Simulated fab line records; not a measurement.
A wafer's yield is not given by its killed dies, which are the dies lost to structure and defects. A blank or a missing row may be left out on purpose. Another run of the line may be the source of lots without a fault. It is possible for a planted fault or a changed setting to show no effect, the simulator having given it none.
A struck lot beside a sound one ; flow n5_finfet ; 16 steps out of a route of 1938
Sound: these wafers, L577.1, L577.3, L577.5. Struck: wafers L581.1, L581.5 (left out: L581.4, a lot-mate that was not struck); the cause follows at the end.
At each step with rows: each side's tool, then ch and its chambers, then its first start. Under that, the readings that differ: sound wafers ; struck wafers ; difference of the means ; sigmas: that difference in standard deviations of wafers without a fault.
alike: readings whose means differ by less than 2 such deviations, and words and numbers that are the same on both sides. not compared: withheld readings, readings that some wafer has no value for, bounds like >300 that may hide the same value, and numbers for which the record gives no deviation and whose values overlap.
Wherever a step has rows on one side only, a row that says differs or no value, or a row with sigmas, the two part there. Numbers that don't overlap but have no deviation are shown without sigmas and don't part them. Lack of a reading on every wafer of one side parts them only where that side has two or more wafers.

first, 6 steps without rows for these wafers: N5_BEOL_M3_COAT_22 (resist thk 30 nm); N5_BEOL_M3_EBR_24; N5_BEOL_M3_SOFTBAKE_23 (time 60 s); N5_BEOL_M3_EXPOSE_25 (exposes mask V2, defocus 5 nm); N5_BEOL_M3_PEB_26 (peb time 60 s); N5_BEOL_M3_DEVELOP_27 (develop time 30 s).
N5_BEOL_M3_CD_MEAS_28: target cd 25.7 nm, target cd y 23.3 nm.
  sound on cd_sem-03 ch 0, day 9 17:55; struck on cd_sem-02 ch 0, day 10 14:50
reading;sound;struck;difference;sigmas
cd_nm (nm);25.37 25.32 25.26;25.94 25.81;+0.56;+2
N5_BEOL_M3_OVL_MEAS_29:
  sound on overlay-01 ch 0, day 9 17:58; struck on overlay-02 ch 0, day 10 14:52
  alike: V2_OVL
N5_BEOL_M3_INSPECT_30: inspects for defects (brightfield).
  sound on defect_inspect-01 at day 9 18:01; struck on defect_inspect-02 at day 10 14:56
  alike: raw_defect_count
N5_BEOL_M3_DESCUM_33: chemistry O2, time 7 s.
  sound on rie_diel-03 ch 0,2, day 9 18:03; struck on rie_diel-04 ch 0,2, day 10 14:58
  alike: drypump_motor_current_A, oes_product_au, rf_vpp_V, showerhead_plenum_p_Torr, throttle_valve_pct
  not compared: rf_hours_counter_h
N5_BEOL_M3_ETCH_77: etches underlayer in N2/H2, target depth 6.5 nm, time 5.2 s.
  sound on rie_diel-03 ch 0,2, day 9 18:05; struck on rie_diel-04 ch 0,2, day 10 15:00
  alike: bias_w, drypump_motor_current_A, etch_rf_on_time_s, oes_product_au, rf_vpp_V, showerhead_plenum_p_Torr, throttle_valve_pct
  not compared: rf_hours_counter_h
N5_BEOL_M3_ETCH_69: etches SiARC in CF4, target depth 15.6 nm, time 26 s.
  sound on rie_diel-03 ch 0,2, day 9 18:06; struck on rie_diel-04 ch 0,2, day 10 15:01
  alike: bias_w, drypump_motor_current_A, etch_rf_on_time_s, oes_product_au, rf_vpp_V, showerhead_plenum_p_Torr, throttle_valve_pct
  not compared: rf_hours_counter_h
N5_BEOL_M3_ALD_98: deposits SiO2, target thk 2.5 nm, pulse time 1 s, co reactant pulse time 1 s.
  sound on ald_sin-01 ch 1,2,3, day 9 18:27; struck on ald_sin-02 ch 0,3, day 10 15:05
reading;sound;struck;difference;sigmas
ald_cycles;17 17 17;5 5;-12;
model.SiO2_of_BEOL_M3_ALD_98.thk_nm (nm);2.6 2.4 2.4;0.8 0.8;-1.7;
  alike: heater_power_w, precursor_pulse_height_rel
N5_BEOL_M3_ETCHBACK_99: etches SiO2 in CHF3, target depth 5 nm, time 10.4 s.
  sound on rie_diel-03 ch 1,2,3, day 9 19:58; struck on rie_diel-03 ch 0,1, day 10 23:29
  alike: bias_w, drypump_motor_current_A, oes_f_703_au, oes_product_au, rf_vpp_V, showerhead_plenum_p_Torr, throttle_valve_pct
  not compared: rf_hours_counter_h
N5_BEOL_M4_RC_MEAS_101:
  sound on prober-01 ch 0, day 10 14:17; struck on prober-01 ch 0, day 11 15:14
  alike: DIBL_N, DIBL_P, IOFF_N, IOFF_P, ION_N, ION_P, SS_N, SS_P, VT_N, VT_P
N5_PASSIVATION_PROBE_49:
  the record holds rows for the sound wafers here (prober-01, day 14 20:20) but none for the struck ones

== WHERE THEY PART ==
First at N5_BEOL_M3_CD_MEAS_28; last, within this record, at N5_PASSIVATION_PROBE_49.

WHY: what the simulator had put in
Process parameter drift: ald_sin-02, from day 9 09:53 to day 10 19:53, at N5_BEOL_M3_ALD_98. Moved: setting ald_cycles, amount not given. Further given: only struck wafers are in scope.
